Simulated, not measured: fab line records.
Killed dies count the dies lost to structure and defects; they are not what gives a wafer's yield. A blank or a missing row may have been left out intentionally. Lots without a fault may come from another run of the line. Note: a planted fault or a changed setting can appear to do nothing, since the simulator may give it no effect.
fab line records	flow nand-harc	part 1 of 2: steps 1 to 21 of 30
record: lots: 5	wafers: 15	last-day: 23
route steps=1159 shown A_CONTACT@929
lots that met no fault: taken from a fault-free run of the same line
start-h: hours from the record's first day to the start of the lot's first wafer shown	wait-h: time in hours since the lot's previous step	" repeats the value in the row above	L1.1+2: a single row standing in for several wafers	- no value, or no start was given	* or withheld: withheld	< > ~ a bound
route shown NAME@n: a module of which the file shows steps, and the number in the route of the first	usual: average and standard deviation across the fault-free wafers	same: alike in all rows	chamber/n: place in a boat	sites: the reading at each site	_std_site: standard deviation of those values	_edge_site: outer sites' mean less inner sites'	radius-mm: how far each site lies from the wafer's centre	mask NAME#n: copy n	behind: tool/chamber where the wafer was last shaped	hold: cause of the lot's hold/its duration in hours/its outcome	device: which transistor (n, p or np) failed to switch	end of line: at the end of the route, the tests of the same wafers	step lacking rows: just its recipe	killed: the dies lost at the first sort to structure and to defects; this is not the yield of the wafer	map: dies across one wafer; x = killed, . = not, _ = none there
set.NAME: the setting as run; set.NAME@STEP: as run at that earlier step	model.NAME: the simulator's own value behind a step, which no gauge read
lots at selected steps of the route; one table per step, one row per wafer
services: a tool's chamber out of use, with start hour (start-h, from the record's first day; less than 0 if before it), hours out, and reason
== steps ==
step: NHARC_A_CONTACT_COAT_02
recipe: spin-rpm: 1500	resist-thk-nm: 90
lot.wafer	tool	chamber	start-h	wait-h
L076.1+3+5	litho-track-01	0	-	-
L085.3+5+6	litho-track-01	0	-	-
L083.2+4+5	litho-track-06	0	-	-
L086.2+4+5	litho-track-01	0	-	-
L090.1+3+4	litho-track-04	0	-	-
step: NHARC_A_CONTACT_SOFTBAKE_03
recipe: temp-c: 105	time-s: 55
lot.wafer	tool	chamber	start-h	wait-h
L076.1+3+5	litho-track-01	0	-	-
L085.3+5+6	litho-track-01	0	-	-
L083.2+4+5	litho-track-06	0	-	-
L086.2+4+5	litho-track-01	0	-	-
L090.1+3+4	litho-track-04	0	-	-
step: NHARC_A_CONTACT_EBR_04
lot.wafer	tool	chamber	start-h	wait-h
L076.1+3+5	litho-track-01	0	-	-
L085.3+5+6	litho-track-01	0	-	-
L083.2+4+5	litho-track-06	0	-	-
L086.2+4+5	litho-track-01	0	-	-
L090.1+3+4	litho-track-04	0	-	-
step: NHARC_A_CONTACT_EXPOSE_05
recipe: na: 1.35	sigma-outer: 0.8	dose-mj: 84.24	mask-id: A_CC
lot.wafer	tool	chamber	start-h	wait-h	mask
L076.1+3+5	arfi-scanner-03	0	400.28	-	A_CC#0
L085.3+5+6	arfi-scanner-02	0	465.18	-	A_CC#0
L083.2+4+5	arfi-scanner-02	0	466.40	-	A_CC#0
L086.2+4+5	arfi-scanner-03	0	471.37	-	A_CC#0
L090.1+3+4	arfi-scanner-03	0	477.94	-	A_CC#0
step: NHARC_A_CONTACT_PEB_06
recipe: peb-temp-c: 100	peb-time-s: 65
lot.wafer	tool	chamber	start-h	wait-h
L076.1+3+5	litho-track-04	0	400.34	0.1
L085.3+5+6	litho-track-04	0	465.24	0.0
L083.2+4+5	litho-track-04	0	466.46	0.1
L086.2+4+5	litho-track-01	0	471.43	0.1
L090.1+3+4	litho-track-06	0	478.00	0.1
step: NHARC_A_CONTACT_DEVELOP_07
recipe: develop-time-s: 35	dev-temp-c: 23
lot.wafer	tool	chamber	start-h	wait-h
L076.1+3+5	litho-track-04	0	-	-
L085.3+5+6	litho-track-04	0	-	-
L083.2+4+5	litho-track-04	0	-	-
L086.2+4+5	litho-track-01	0	-	-
L090.1+3+4	litho-track-06	0	-	-
step: NHARC_A_CONTACT_CD_MEAS_08
recipe: target-cd-nm: 100	landing-energy-ev: 500
usual: cd-nm: 100.1/0.8
lot.wafer	tool	chamber	start-h	wait-h	cd-nm
L076.1	cd-sem-02	0	400.42	-	99.7
L076.3	"	0	"	"	99.4
L076.5	"	0	"	"	99.9
L085.3	cd-sem-01	0	465.32	-	99.5
L085.5	"	0	"	"	99.5
L085.6	"	0	"	"	99.4
L083.2	cd-sem-03	0	466.54	-	98.5
L083.4	"	0	"	"	99.7
L083.5	"	0	"	"	99.3
L086.2	cd-sem-01	0	471.51	-	100.3
L086.4	"	0	"	"	100.3
L086.5	"	0	"	"	99.9
L090.1	cd-sem-02	0	478.08	-	100.9
L090.3	"	0	"	"	101.2
L090.4	"	0	"	"	100.7
step: NHARC_A_CONTACT_OVL_MEAS_09
usual: overlay-x-nm: 0.0/0.94	overlay-y-nm: -0.1/0.77
lot.wafer	tool	chamber	start-h	wait-h	overlay-x-nm	overlay-y-nm
L076.1	overlay-01	-	400.51	-	-1.5	0.7
L076.3	"	-	"	"	-0.9	1.2
L076.5	"	-	"	"	-0.9	1.2
L085.3	overlay-01	-	465.40	-	-0.5	-0.4
L085.5	"	-	"	"	-1.1	-0.3
L085.6	"	-	"	"	-0.9	-0.1
L083.2	overlay-01	-	466.63	-	2.2	0.9
L083.4	"	-	"	"	2.2	0.4
L083.5	"	-	"	"	2.3	0.4
L086.2	overlay-02	-	471.60	-	0.6	1.1
L086.4	"	-	"	"	1.5	1.6
L086.5	"	-	"	"	0.1	1.8
L090.1	overlay-02	-	478.17	-	0.2	-0.4
L090.3	"	-	"	"	0.9	-0.5
L090.4	"	-	"	"	1.2	-0.7
step: NHARC_A_CONTACT_INSPECT_10
usual: raw-defect-count: 33/15
lot.wafer	tool	chamber	start-h	wait-h	raw-defect-count
L076.1	defect-inspect-02	-	400.54	0.0	18
L076.3	"	-	"	"	16
L076.5	"	-	"	"	5
L085.3	defect-inspect-01	-	465.44	0.0	36
L085.5	"	-	"	"	21
L085.6	"	-	"	"	23
L083.2	defect-inspect-02	-	466.66	0.0	44
L083.4	"	-	"	"	40
L083.5	"	-	"	"	39
L086.2	defect-inspect-01	-	471.64	0.0	17
L086.4	"	-	"	"	19
L086.5	"	-	"	"	10
L090.1	defect-inspect-02	-	478.21	0.0	46
L090.3	"	-	"	"	32
L090.4	"	-	"	"	30
step: NHARC_A_CONTACT_DESCUM_13
recipe: time-s: 3	o2-flow-sccm: 200	ar-flow-sccm: 0	bias-power-w: 0	chemistry: O2
usual: drypump-motor-current-A: 5.8/0.42	oes-product-au: 0.999/0.015	rf-vpp-V: 57.8/0.91	showerhead-plenum-p-Torr: 1.93/0.076	throttle-valve-pct: 11.311/0.01
lot.wafer	tool	chamber	start-h	wait-h	drypump-motor-current-A	oes-product-au	rf-hours-counter-h	rf-vpp-V	showerhead-plenum-p-Torr	throttle-valve-pct
L076.1	rie-diel-09	1	400.60	0.1	5.7	0.990	51	58.4	1.92	11.309
L076.3	"	2	"	"	5.8	1.012	50	57.9	2.04	11.327
L076.5	"	1	"	"	5.8	0.996	-	58.3	1.92	11.293
L085.3	rie-diel-10	2	465.50	0.1	6.6	1.003	36	57.4	2.04	11.307
L085.5	"	2	"	"	6.6	0.999	-	58.9	2.04	11.314
L085.6	"	3	"	"	5.0	0.980	-	58.7	2.04	11.321
L083.4	rie-diel-07	1	466.72	0.1	6.2	1.018	9	57.8	1.87	11.300
L083.2	"	3	"	"	6.0	1.005	10	58.6	1.92	11.316
L083.5	"	2	"	"	5.5	1.038	-	57.6	1.79	11.305
L086.2	rie-diel-07	2	471.70	0.1	5.5	1.021	11	57.7	1.79	11.325
L086.5	"	3	"	"	6.0	0.989	-	57.6	1.92	11.298
L086.4	"	1	"	"	6.2	1.016	-	56.0	1.87	11.313
L090.3	rie-diel-10	2	478.27	0.1	6.6	1.001	42	59.0	2.04	11.308
L090.1	"	3	"	"	5.0	0.988	45	57.2	2.04	11.304
L090.4	"	0	"	"	6.1	1.002	-	58.5	1.87	11.297
step: NHARC_A_CONTACT_ETCH_88
recipe: target-depth-a: 390	over-etch-frac: 0.3	time-s: 65	ion-energy-ev: 80	cf4-flow-sccm: 150	ar-flow-sccm: 0	rf-w: 300	bias-w: 100	chemistry: CF4
usual: cf4-flow-sccm: 150.1/0.42	drypump-motor-current-A: 5.8/0.45	oes-product-au: 1.000/0.015	rf-vpp-V: 151.6/1.3	showerhead-plenum-p-Torr: 1.79/0.065	throttle-valve-pct: 13.283/0.01
lot.wafer	tool	chamber	start-h	wait-h	cf4-flow-sccm	drypump-motor-current-A	oes-product-au	rf-hours-counter-h	rf-vpp-V	showerhead-plenum-p-Torr	throttle-valve-pct
L076.1	rie-diel-09	1	400.69	0.1	149.5	5.7	1.002	51	153.9	1.77	13.292
L076.3	"	0	"	"	148.6	5.9	0.975	50	152.3	1.80	13.278
L076.5	"	2	"	"	149.6	5.8	1.014	-	152.9	1.88	13.268
L085.3	rie-diel-10	3	465.58	0.1	150.3	5.0	0.991	38	152.2	1.88	13.271
L085.6	"	3	"	"	150.0	5.0	0.982	-	152.3	1.88	13.289
L085.5	"	0	"	"	150.5	6.0	1.003	-	151.3	1.73	13.282
L083.4	rie-diel-07	2	466.81	0.1	150.4	5.5	1.028	10	150.0	1.67	13.259
L083.2	"	3	"	"	150.3	6.0	1.000	10	151.6	1.77	13.294
L083.5	"	3	"	"	150.5	6.0	1.016	-	151.4	1.77	13.294
L086.2	rie-diel-07	3	471.80	0.1	149.8	6.0	0.997	12	150.3	1.77	13.285
L086.5	"	1	"	"	149.5	6.2	1.005	-	149.9	1.73	13.293
L086.4	"	2	"	"	150.7	5.5	1.020	-	149.5	1.67	13.287
L090.1	rie-diel-10	3	478.38	0.1	150.2	5.0	0.977	45	152.3	1.88	13.283
L090.3	"	0	"	"	150.1	6.1	0.998	47	150.0	1.73	13.304
L090.4	"	0	"	"	149.9	6.1	1.000	-	149.4	1.73	13.276
step: NHARC_A_CONTACT_ETCH_89
recipe: target-depth-a: 2600	over-etch-frac: 0.3	time-s: 475.3	ion-energy-ev: 200	n2-flow-sccm: 150	h2-flow-sccm: 150	ar-flow-sccm: 0	rf-w: 400	bias-w: 150	chemistry: N2/H2
usual: drypump-motor-current-A: 5.9/0.44	oes-product-au: 1.000/0.014	rf-vpp-V: 431.3/2.4	showerhead-plenum-p-Torr: 2.07/0.083	throttle-valve-pct: 14.172/0.0083
lot.wafer	tool	chamber	start-h	wait-h	drypump-motor-current-A	oes-product-au	rf-hours-counter-h	rf-vpp-V	showerhead-plenum-p-Torr	throttle-valve-pct
L076.3	rie-diel-09	2	-	-	5.8	1.008	50	433.3	2.18	14.178
L076.1	"	3	"	"	5.1	1.024	49	433.0	2.14	14.166
L076.5	"	2	"	"	5.8	1.012	-	433.6	2.18	14.168
L085.3	rie-diel-10	2	-	-	6.6	1.007	36	433.7	2.18	14.171
L085.5	"	1	"	"	5.8	1.026	-	431.5	2.05	14.171
L085.6	"	2	"	"	6.6	1.010	-	433.8	2.18	14.169
L083.4	rie-diel-07	3	-	-	6.0	1.001	10	430.8	2.05	14.164
L083.2	"	2	"	"	5.6	1.023	10	426.4	1.91	14.188
L083.5	"	0	"	"	6.3	0.984	-	432.4	2.12	14.163
L086.2	rie-diel-07	1	-	-	6.2	1.021	11	429.0	1.99	14.172
L086.5	"	2	"	"	5.5	1.015	-	426.3	1.91	14.154
L086.4	"	1	"	"	6.2	1.014	-	428.6	1.99	14.178
L090.1	rie-diel-10	3	-	-	5.0	0.980	45	434.2	2.18	14.168
L090.3	"	0	"	"	6.1	1.004	47	428.5	1.99	14.156
L090.4	"	3	"	"	5.0	0.989	-	434.9	2.18	14.176
step: NHARC_A_CONTACT_ETCH_30
recipe: target-depth-a: 605	time-s: 30.2	cf4-flow-sccm: 100	chf3-flow-sccm: 30	ar-flow-sccm: 0	rf-w: 500	bias-w: 200	chemistry: CF4/CHF3
usual: cf4-flow-sccm: 100.01/0.28	drypump-motor-current-A: 5.9/0.43	oes-product-au: 0.935/0.023	rf-vpp-V: 371.3/2.2	showerhead-plenum-p-Torr: 1.60/0.058	throttle-valve-pct: 16.803/0.0093
lot.wafer	tool	chamber	start-h	wait-h	cf4-flow-sccm	drypump-motor-current-A	oes-product-au	rf-hours-counter-h	rf-vpp-V	showerhead-plenum-p-Torr	throttle-valve-pct
L076.3	rie-diel-09	2	-	-	100.20	5.8	0.962	51	374.2	1.67	16.796
L076.1	"	3	"	"	100.08	5.1	0.995	50	371.8	1.64	16.794
L076.5	"	3	"	"	100.11	5.1	0.999	-	372.8	1.64	16.800
L085.3	rie-diel-10	3	-	-	100.32	5.0	0.907	38	374.3	1.67	16.797
L085.5	"	0	"	"	100.16	6.0	0.923	-	370.6	1.54	16.814
L085.6	"	1	"	"	100.67	5.8	0.929	-	370.8	1.58	16.798
L083.4	rie-diel-07	0	-	-	100.03	6.3	0.917	10	373.2	1.63	16.799
L083.2	"	1	"	"	99.56	6.2	0.939	9	370.3	1.54	16.791
L083.5	"	0	"	"	100.38	6.3	0.925	-	372.2	1.63	16.785
L086.2	rie-diel-07	3	-	-	100.40	6.0	0.923	12	370.1	1.58	16.792
L086.5	"	3	"	"	99.96	6.0	0.925	-	370.4	1.58	16.805
L086.4	"	1	"	"	99.46	6.2	0.928	-	368.2	1.54	16.818
L090.1	rie-diel-10	0	-	-	99.91	6.1	0.921	48	369.2	1.54	16.802
L090.3	"	0	"	"	99.54	6.1	0.921	-	369.8	1.54	16.812
L090.4	"	2	"	"	100.35	6.6	0.930	-	374.8	1.67	16.813
step: NHARC_A_CONTACT_ETCH_31
recipe: target-depth-a: 20000	over-etch-frac: 0.3	time-s: 520	ion-energy-ev: 150	o2-flow-sccm: 400	cos-flow-sccm: 20	ar-flow-sccm: 0	rf-w: 500	bias-w: 300	chemistry: O2/COS
usual: drypump-motor-current-A: 5.9/0.44	oes-product-au: 0.999/0.015	rf-vpp-V: 314.7/1.8	showerhead-plenum-p-Torr: 3.16/0.12	throttle-valve-pct: 28.330/0.0089
lot.wafer	tool	chamber	start-h	wait-h	drypump-motor-current-A	oes-product-au	rf-hours-counter-h	rf-vpp-V	showerhead-plenum-p-Torr	throttle-valve-pct
L076.1	rie-diel-09	1	-	-	5.7	0.993	52	312.5	3.13	28.327
L076.3	"	2	"	"	5.8	1.007	51	317.0	3.31	28.339
L076.5	"	3	"	"	5.1	1.005	-	316.6	3.26	28.328
L085.3	rie-diel-10	1	-	-	5.8	1.020	38	313.3	3.13	28.344
L085.5	"	1	"	"	5.8	1.019	-	313.9	3.13	28.325
L085.6	"	2	"	"	6.6	1.010	-	315.9	3.32	28.344
L083.2	rie-diel-07	3	-	-	6.0	1.001	11	314.4	3.13	28.335
L083.4	"	0	"	"	6.3	0.989	10	315.7	3.24	28.336
L083.5	"	3	"	"	6.0	0.998	-	314.8	3.13	28.327
L086.2	rie-diel-07	2	-	-	5.5	1.028	12	311.8	2.94	28.319
L086.5	"	1	"	"	6.2	1.007	-	313.8	3.05	28.317
L086.4	"	3	"	"	6.0	0.988	-	313.9	3.13	28.306
L090.1	rie-diel-10	2	-	-	6.6	0.992	43	317.1	3.32	28.315
L090.4	"	0	"	"	6.1	0.994	-	313.7	3.05	28.339
L090.3	"	2	"	"	6.6	1.008	-	316.3	3.32	28.332
step: NHARC_A_CONTACT_ETCH_134
recipe: source-w: withheld	pressure-mtorr: 20	bias-v: withheld	time-s: 140	target-depth-a: 7000	ar-flow-sccm: withheld	c4f8-flow-sccm: withheld	o2-flow-sccm: withheld	chemistry: C4F8/O2/Ar
lot.wafer	tool	chamber	start-h	wait-h	rf-hours-counter-h
L076.1	har-cap-etch-02	1	401.59	-	14
L076.3	"	1	"	"	-
L076.5	"	1	"	"	-
L085.3	har-cap-etch-03	0	466.61	-	-
L085.6	"	0	"	"	-
L085.5	"	1	"	"	-
L083.2	har-cap-etch-01	0	467.75	-	69
L083.4	"	0	"	"	-
L083.5	"	0	"	"	-
L086.2	har-cap-etch-01	0	472.92	-	70
L086.4	"	1	"	"	-
L086.5	"	1	"	"	-
L090.1	har-cap-etch-03	1	480.16	-	103
L090.4	"	1	"	"	-
L090.3	"	0	"	"	-
step: NHARC_A_CONTACT_ETCH_135
recipe: source-w: withheld	pressure-mtorr: 20	bias-v: 3000	time-s: 132	target-depth-a: 12870	ar-flow-sccm: withheld	c4f8-flow-sccm: withheld	o2-flow-sccm: withheld	chemistry: C4F8/O2/Ar
lot.wafer	tool	chamber	start-h	wait-h	rf-hours-counter-h
L076.1	har-cap-etch-02	1	401.85	0.2	14
L076.3	"	1	"	"	-
L076.5	"	1	"	"	-
L085.3	har-cap-etch-03	0	466.83	0.2	-
L085.6	"	0	"	"	-
L085.5	"	1	"	"	-
L083.2	har-cap-etch-01	0	467.95	0.2	70
L083.4	"	0	"	"	-
L083.5	"	0	"	"	-
L086.2	har-cap-etch-01	0	473.18	0.2	70
L086.4	"	1	"	"	-
L086.5	"	1	"	"	-
L090.1	har-cap-etch-03	1	480.43	0.2	103
L090.4	"	1	"	"	-
L090.3	"	0	"	"	-
step: NHARC_A_CONTACT_ETCH_136
recipe: source-w: withheld	pressure-mtorr: 20	bias-v: 3000	time-s: 132	target-depth-a: 12870	ar-flow-sccm: withheld	c4f8-flow-sccm: withheld	o2-flow-sccm: withheld	chemistry: C4F8/O2/Ar
lot.wafer	tool	chamber	start-h	wait-h	rf-hours-counter-h
L076.1	har-cap-etch-02	1	402.02	0.1	14
L076.3	"	1	"	"	-
L076.5	"	1	"	"	-
L085.3	har-cap-etch-03	0	467.00	0.1	-
L085.6	"	0	"	"	-
L085.5	"	1	"	"	-
L083.2	har-cap-etch-01	0	468.07	0.1	70
L083.4	"	0	"	"	-
L083.5	"	0	"	"	-
L086.2	har-cap-etch-01	0	473.34	0.1	70
L086.4	"	1	"	"	-
L086.5	"	1	"	"	-
L090.1	har-cap-etch-03	1	480.60	0.1	103
L090.4	"	1	"	"	-
L090.3	"	0	"	"	-
step: NHARC_A_CONTACT_ETCH_137
recipe: source-w: withheld	pressure-mtorr: 20	bias-v: 3000	time-s: 132	target-depth-a: 12870	ar-flow-sccm: withheld	c4f8-flow-sccm: withheld	o2-flow-sccm: withheld	chemistry: C4F8/O2/Ar
lot.wafer	tool	chamber	start-h	wait-h	rf-hours-counter-h
L076.1	har-cap-etch-02	1	402.18	0.1	15
L076.3	"	1	"	"	-
L076.5	"	1	"	"	-
L085.3	har-cap-etch-03	0	467.16	0.1	-
L085.6	"	0	"	"	-
L085.5	"	1	"	"	-
L083.2	har-cap-etch-01	0	468.19	0.1	70
L083.4	"	0	"	"	-
L083.5	"	0	"	"	-
L086.2	har-cap-etch-01	0	473.50	0.1	71
L086.4	"	1	"	"	-
L086.5	"	1	"	"	-
L090.1	har-cap-etch-03	1	480.76	0.1	103
L090.4	"	1	"	"	-
L090.3	"	0	"	"	-
step: NHARC_A_CONTACT_ETCH_138
recipe: source-w: withheld	pressure-mtorr: 20	bias-v: 3000	time-s: 132	target-depth-a: 12890	ar-flow-sccm: withheld	c4f8-flow-sccm: withheld	o2-flow-sccm: withheld	chemistry: C4F8/O2/Ar
lot.wafer	tool	chamber	start-h	wait-h	rf-hours-counter-h
L076.1	har-cap-etch-02	1	402.34	0.1	15
L076.3	"	1	"	"	-
L076.5	"	1	"	"	-
L085.3	har-cap-etch-03	0	467.33	0.1	-
L085.6	"	0	"	"	-
L085.5	"	1	"	"	-
L083.2	har-cap-etch-01	0	468.31	0.1	70
L083.4	"	0	"	"	-
L083.5	"	0	"	"	-
L086.2	har-cap-etch-01	0	473.62	0.1	71
L086.4	"	1	"	"	-
L086.5	"	1	"	"	-
L090.1	har-cap-etch-03	1	480.92	0.1	103
L090.4	"	1	"	"	-
L090.3	"	0	"	"	-
step: NHARC_A_CONTACT_ETCH_139
recipe: source-w: withheld	pressure-mtorr: 20	bias-v: 400	time-s: 137	target-depth-a: 5900	ar-flow-sccm: withheld	c4f8-flow-sccm: 11.5	o2-flow-sccm: 7.2	chemistry: C4F8/O2/Ar
lot.wafer	tool	chamber	start-h	wait-h	rf-hours-counter-h
L076.1	har-cap-etch-02	1	402.50	0.1	15
L076.3	"	1	"	"	-
L076.5	"	1	"	"	-
L085.3	har-cap-etch-03	0	467.53	0.2	-
L085.6	"	0	"	"	-
L085.5	"	1	"	"	-
L083.2	har-cap-etch-01	0	468.43	0.1	70
L083.4	"	0	"	"	-
L083.5	"	0	"	"	-
L086.2	har-cap-etch-01	0	473.76	0.1	71
L086.4	"	1	"	"	-
L086.5	"	1	"	"	-
L090.1	har-cap-etch-03	1	481.09	0.1	103
L090.4	"	1	"	"	-
L090.3	"	0	"	"	-
step: NHARC_A_CONTACT_ETCH_92
recipe: target-depth-a: 400	over-etch-frac: 0.5	time-s: 85.7	ion-energy-ev: 120	ch3f-flow-sccm: 50	o2-flow-sccm: 30	ar-flow-sccm: 200	rf-w: 500	bias-w: 100	chemistry: CH3F/O2
usual: drypump-motor-current-A: 5.9/0.41	oes-product-au: 0.94/0.033	rf-vpp-V: 244.8/1.5	showerhead-plenum-p-Torr: 2.49/0.094	throttle-valve-pct: 20.663/0.0091
lot.wafer	tool	chamber	start-h	wait-h	drypump-motor-current-A	oes-product-au	rf-hours-counter-h	rf-vpp-V	showerhead-plenum-p-Torr	throttle-valve-pct
L076.1	rie-diel-07	3	403.00	0.4	6.0	0.89	31	246.5	2.47	20.657
L076.3	"	1	"	"	6.2	0.93	30	243.0	2.41	20.685
L076.5	"	2	"	"	5.5	0.90	-	243.6	2.31	20.664
L085.3	rie-diel-09	2	467.93	0.3	5.7	0.92	10	244.8	2.61	20.672
L085.5	"	1	"	"	5.8	0.89	-	243.5	2.46	20.649
L085.6	"	2	"	"	5.7	0.92	-	246.3	2.61	20.658
L083.4	rie-diel-07	0	468.84	0.3	6.3	0.91	10	245.0	2.55	20.664
L083.2	"	1	"	"	6.2	0.94	10	243.0	2.40	20.678
L083.5	"	0	"	"	6.3	0.90	-	243.7	2.55	20.660
L086.4	rie-diel-09	0	474.16	0.3	5.9	1.01	11	245.3	2.49	20.662
L086.2	"	1	"	"	5.8	0.98	12	243.4	2.46	20.683
L086.5	"	3	"	"	5.1	1.02	-	247.2	2.56	20.662
L090.1	rie-diel-10	0	481.57	0.4	6.0	0.92	48	244.4	2.40	20.661
L090.4	"	0	"	"	6.0	0.92	-	242.7	2.40	20.665
L090.3	"	2	"	"	6.6	0.92	-	246.5	2.62	20.663
